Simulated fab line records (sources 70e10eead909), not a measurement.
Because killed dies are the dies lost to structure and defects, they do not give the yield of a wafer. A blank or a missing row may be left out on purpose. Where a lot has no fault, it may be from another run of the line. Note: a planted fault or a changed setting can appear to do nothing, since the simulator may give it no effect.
The tool behind it: which one? | flow nandHarc | 12 lots, 36 wafers sampled, at 6 steps of a route of 1302

== WHAT THE GAUGES SHOWED, per wafer ==
NHARC_A_DECK1_JOINT_INSPECT_05.
lot  | measured     | on               | rawDefectCount
L833 | day 12 12:48 | defectInspect-02 | 195 210 158
L836 | day 13 10:40 | defectInspect-01 | 280 314 385
L837 | day 13 17:37 | defectInspect-02 | 577 477 575
L838 | day 14 10:23 | defectInspect-01 | 308 325 382
L841 | day 15 20:16 | defectInspect-01 | 328 295 226
L842 | day 16 12:17 | defectInspect-01 | 415 332 320
L847 | day 18 16:47 | defectInspect-02 | 491 446 399
L850 | day 19 17:51 | defectInspect-01 | 426 285 349
L852 | day 19 20:27 | defectInspect-01 | 251 369 170
L854 | day 21 15:55 | defectInspect-02 | 205 134 272
L855 | day 22 00:23 | defectInspect-02 | 218 444 306
L856 | day 22 04:29 | defectInspect-01 | 458 393 303

NHARC_A_ONON_D2_THK_MEAS_30: measures by ellipsometry.
lot  | measured     | on           | thkNm (nm)
L833 | day 13 01:17 | filmMetro-02 | 1004 1005 1004
L836 | day 14 01:58 | filmMetro-01 | 995 993 994
L837 | day 14 06:07 | filmMetro-01 | 1010 1011 1013
L838 | day 14 23:16 | filmMetro-01 | 990 990 989
L841 | day 16 09:05 | filmMetro-02 | 1012 1011 1011
L842 | day 17 00:44 | filmMetro-01 | 1009 1009 1011
L847 | day 19 05:37 | filmMetro-01 | 998 997 999
L850 | day 20 06:23 | filmMetro-02 | 1594 1593 1595
L852 | day 20 06:45 | filmMetro-02 | 1608 1611 1609
L854 | day 22 04:44 | filmMetro-01 | 1006 1007 1006
L855 | day 22 15:26 | filmMetro-02 | 1002 1001 1001
L856 | day 22 15:26 | filmMetro-01 | 985 984 985

NHARC_END_SORT_01.
lot  | measured     | on        | killedAtArray | killedAtOther | killedAtPeriphery | killedDies  | killedOpen | killedShort
L850 | day 31 19:50 | prober-01 | 676 673 674   | 0 0 0         | 1 4 3             | 677 677 677 | 1 4 0      | 3 2 0
L852 | day 31 20:42 | prober-02 | 669 673 673   | 3 4 3         | 5 0 1             | 677 677 677 | 6 1 3      | 7 3 4

== WHICH TOOL RAN EACH LOT (tool, then ch and the chambers of the sampled wafers, then the start) ==
lot  | NHARC_A_ONON_D2_DEP_28          | NHARC_A_CHANNEL_HOLE_D2_DEP_01  | NHARC_A_CHANNEL_HOLE_D2_DESCUM_15
L833 | pecvdOnon-03 ch 0, day 13 00:49 | pecvd-04 ch 0,1,2, day 13 03:51 | rieDiel-02 ch 0,1,2, day 13 04:51
L836 | pecvdOnon-01 ch 0, day 14 01:31 | pecvd-04 ch 0,1,2, day 14 06:41 | rieDiel-02 ch 0,1,2, day 14 07:34
L837 | pecvdOnon-02 ch 0, day 14 05:37 | pecvd-02 ch 1,2, day 14 12:08   | rieDiel-05 ch 1,2,3, day 14 12:59
L838 | pecvdOnon-03 ch 0, day 14 22:49 | pecvd-03 ch 0,1, day 15 01:52   | rieDiel-02 ch 1,2, day 15 02:35
L841 | pecvdOnon-01 ch 0, day 16 08:34 | pecvd-02 ch 0,1,2, day 16 11:41 | rieDiel-12 ch 1,2, day 16 12:35
L842 | pecvdOnon-03 ch 0, day 17 00:14 | pecvd-03 ch 0,1,2, day 17 03:51 | rieDiel-02 ch 0,1,2, day 17 04:47
L847 | pecvdOnon-02 ch 0, day 19 05:07 | pecvd-03 ch 1,2, day 19 10:44   | rieDiel-12 ch 0,1,3, day 19 11:32
L850 | pecvdOnon-03 ch 0, day 20 05:53 | -                               | -
L852 | pecvdOnon-03 ch 0, day 20 06:18 | -                               | -
L854 | pecvdOnon-01 ch 0, day 22 04:17 | pecvd-03 ch 0,2, day 22 07:15   | rieDiel-12 ch 2,3, day 22 08:09
L855 | pecvdOnon-01 ch 0, day 22 15:02 | pecvd-02 ch 0,2, day 22 19:57   | rieDiel-12 ch 0,2,3, day 22 20:49
L856 | pecvdOnon-02 ch 0, day 22 15:02 | pecvd-04 ch 1,2, day 22 18:02   | rieDiel-12 ch 0,2,3, day 22 18:47
- NHARC_A_ONON_D2_DEP_28: target thk 1000 nm.
- NHARC_A_CHANNEL_HOLE_D2_DEP_01: deposits SiON, target thk 140 nm.
- NHARC_A_CHANNEL_HOLE_D2_DESCUM_15: chemistry O2, time 3 s.

== WHAT THE TOOLS THEMSELVES READ (means of the sampled wafers that have a number; where no wafer has one, the mark that the record gives instead) ==
NHARC_A_ONON_D2_DEP_28.
lot  | tool         | nh3FlowSccm (sccm) | sih4FlowSccm (sccm)
L833 | pecvdOnon-03 | 499.3              | 209.7
L836 | pecvdOnon-01 | 499.4              | 209.3
L837 | pecvdOnon-02 | 499.4              | 209.7
L838 | pecvdOnon-03 | 500.6              | 210.8
L841 | pecvdOnon-01 | 499.2              | 210.3
L842 | pecvdOnon-03 | 498.6              | 209.9
L847 | pecvdOnon-02 | 500.3              | 209.7
L850 | pecvdOnon-03 | 500.2              | 210.0
L852 | pecvdOnon-03 | 500.0              | 210.7
L854 | pecvdOnon-01 | 499.3              | 209.0
L855 | pecvdOnon-01 | 498.3              | 210.2
L856 | pecvdOnon-02 | 497.4              | 209.9

NHARC_A_CHANNEL_HOLE_D2_DEP_01.
lot  | tool     | heaterPowerW (W)
L833 | pecvd-04 | 681
L836 | pecvd-04 | 696
L837 | pecvd-02 | 681
L838 | pecvd-03 | 873
L841 | pecvd-02 | 713
L842 | pecvd-03 | 747
L847 | pecvd-03 | 694
L854 | pecvd-03 | 696
L855 | pecvd-02 | 711
L856 | pecvd-04 | 697

NHARC_A_CHANNEL_HOLE_D2_DESCUM_15.
lot  | tool       | drypumpMotorCurrentA (A) | oesProductAu (a.u.) | rfVppV (V) | showerheadPlenumPTorr (Torr) | throttleValvePct (%)
L833 | rieDiel-02 | 5.4                      | 1.000               | 58.5       | 1.92                         | 11.319
L836 | rieDiel-02 | 5.4                      | 1.004               | 58.2       | 1.92                         | 11.315
L837 | rieDiel-05 | 5.6                      | 1.003               | 57.5       | 1.91                         | 11.318
L838 | rieDiel-02 | 5.5                      | 1.000               | 58.5       | 1.88                         | 11.324
L841 | rieDiel-12 | 5.7                      | 0.988               | 57.1       | 1.95                         | 11.305
L842 | rieDiel-02 | 5.4                      | 0.996               | 58.2       | 1.92                         | 11.310
L847 | rieDiel-12 | 5.7                      | 0.993               | 58.1       | 1.89                         | 11.309
L854 | rieDiel-12 | 5.8                      | 1.012               | 58.2       | 1.90                         | 11.311
L855 | rieDiel-12 | 5.9                      | 1.004               | 57.3       | 1.86                         | 11.312
L856 | rieDiel-12 | 5.9                      | 1.010               | 57.6       | 1.86                         | 11.315

== THE ANSWER, worked out from the rows above alone ==
Rule: the lots themselves supply what counts as usual. Put in order of their means at a reading, lots are off if they are a third of the lots or fewer, leave a main group of 4 or more, and stand apart from it by a gap of 3 or more times the standard deviation of the main group's means; of several such gaps the widest counts. A main group is skipped when, at the precision printed for the reading in the tables above, its means are all equal. A lot without any number at a reading at which 4 lots or more have one is off too. The other lots that the step has rows for count as sound. First the gauges in route order, then the tools' own readings, where a lot's mean is used as printed above. The first step at which some lot is off is used, and at that step the reading that is off furthest; a lot without a number counts as furthest.
Off: L850, L852 (NHARC_A_ONON_D2_THK_MEAS_30, thkNm). The main group has a mean of 1001 nm with a standard deviation of 8.8.
If a tool, at a process step before that reading, ran all the lots that are off and no sound lot after the first of them, it fits. Gauges at NHARC_A_ONON_D2_THK_MEAS_30: tried the same way as those tools. One fits: pecvdOnon-03 at NHARC_A_ONON_D2_DEP_28. A fault onset in the window from L842 (day 17 00:14, its last sound lot) to L850 (day 20 05:53, its first lot off) fits.

== WHAT WAS PUT IN BY THE SIMULATOR ==
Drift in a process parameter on pecvdOnon-03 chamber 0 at NHARC_A_ONON_D2_DEP_28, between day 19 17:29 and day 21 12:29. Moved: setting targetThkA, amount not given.
Shown lots that were struck: L850, L852. The same result came from the rule above.
